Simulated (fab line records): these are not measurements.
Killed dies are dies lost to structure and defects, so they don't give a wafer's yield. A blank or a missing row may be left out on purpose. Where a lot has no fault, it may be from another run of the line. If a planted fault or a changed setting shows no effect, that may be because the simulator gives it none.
Code-filled problem report in 8D (eight disciplines) form | flow n5_finfet | the parts of the form that need people (team, actions taken, sign-off) are left out

## 1. THE ISSUE
head_pressure_psi at N5_BEOL_M15_CMP_49 reads a mean of 1.695 psi on 2 wafers of 2 lots; wafers without a fault read 2.000 psi with a standard deviation of 0.0048. That is -64 standard deviations from the usual mean.
The step: polishes, stops on SiO2, t overpolish 4.9 s, target thk 850 nm.
Earliest sighting: wafer L426.4 on cmp-02 at day 17 13:58. At this step, 30 wafers from 10 lots have a number in the record. By rule, "out" or "out of limits" means more than 4 standard deviations away from the usual mean. The rest of the wafers with a number are treated as sound.

## 2. WHAT IT IS, AND WHAT IT ISN'T
question                    | is                                          | is not
which readings at this step | head_pressure_psi, barrier_field_endpoint_s | motor_current_A, slurry_filter_dp_kPa
which lots                  | L426, L427                                  | L409, L410, L412, L414, L418, L419, L423, L431
which wafers of those lots  | L426.4, L427.3                              | L426.2, L426.5, L427.2, L427.4
read on which tools         | cmp-02                                      | cmp-01
when                        | from day 17 13:58                           | up to then (23 sound wafers); but 5 sound wafers of L427, L431 came after

## 3. SUSPECTS, AND WHAT RULES EACH OUT
Counting: if a tool at a process step up to the reading ran every lot that is out, it stays a suspect. Sound lots after the first of them don't rule it out here, since some wafers of a struck lot are sound.
- rtp_anneal-01 at N5_BEOL_M14_ANNEAL_48 (time 90 s): kept. It ran every lot that is out, first L426 (day 17 04:44); its last sound lot up to then is L423 (day 16 01:06).
- cmp-02 at N5_BEOL_M15_CMP_49 (polishes, stops on SiO2, t overpolish 4.9 s, target thk 850 nm): kept. It ran every lot that is out, first L426 (day 17 13:58); its last sound lot up to then is L419 (day 16 01:45). On those wafers its own readings are out: barrier_field_endpoint_s, head_pressure_psi.
- cmp-02, N5_BEOL_M15_CMP_49: wafers that are out in chamber 1, sound lot-mates in chambers 0, 2, 3.
What counting leaves: rtp_anneal-01 at N5_BEOL_M14_ANNEAL_48 and cmp-02 at N5_BEOL_M15_CMP_49.

## 4. THE CAUSE (what the simulator had put in)
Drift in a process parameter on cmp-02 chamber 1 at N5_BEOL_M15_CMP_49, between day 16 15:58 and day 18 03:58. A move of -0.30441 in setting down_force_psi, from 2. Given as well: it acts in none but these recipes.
After counting, 2 suspects remain, this tool included.

## 5. SEQUENCE OF EFFECTS, ordered by route
One row per reading whose mean, taken over the struck wafers that have a number, lies over 3 standard deviations from the usual. Only readings for which the record gives a usual standard deviation are gone through. hours: the time from each lot's start at the first step in this table that gives one to its start at this step, as a median over the lots. sigmas: the change in usual standard deviations.
hours | step               | reading                  | usual     | on struck wafers | change | sigmas
0     | N5_BEOL_M15_CMP_49 | barrier_field_endpoint_s | 11.37 s   | 13.21            | +1.84  | +7.6
0     | N5_BEOL_M15_CMP_49 | head_pressure_psi        | 2.000 psi | 1.695            | -0.305 | -64
Process steps it contains:
- N5_BEOL_M15_CMP_49: polishes, stops on SiO2, t overpolish 4.9 s, target thk 850 nm.

## 6. HOW IT WOULD HAVE BEEN CAUGHT EARLIER
22 hours passed between the start of the fault at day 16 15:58 and the first reading out of limits in this record, taken at day 17 13:58.
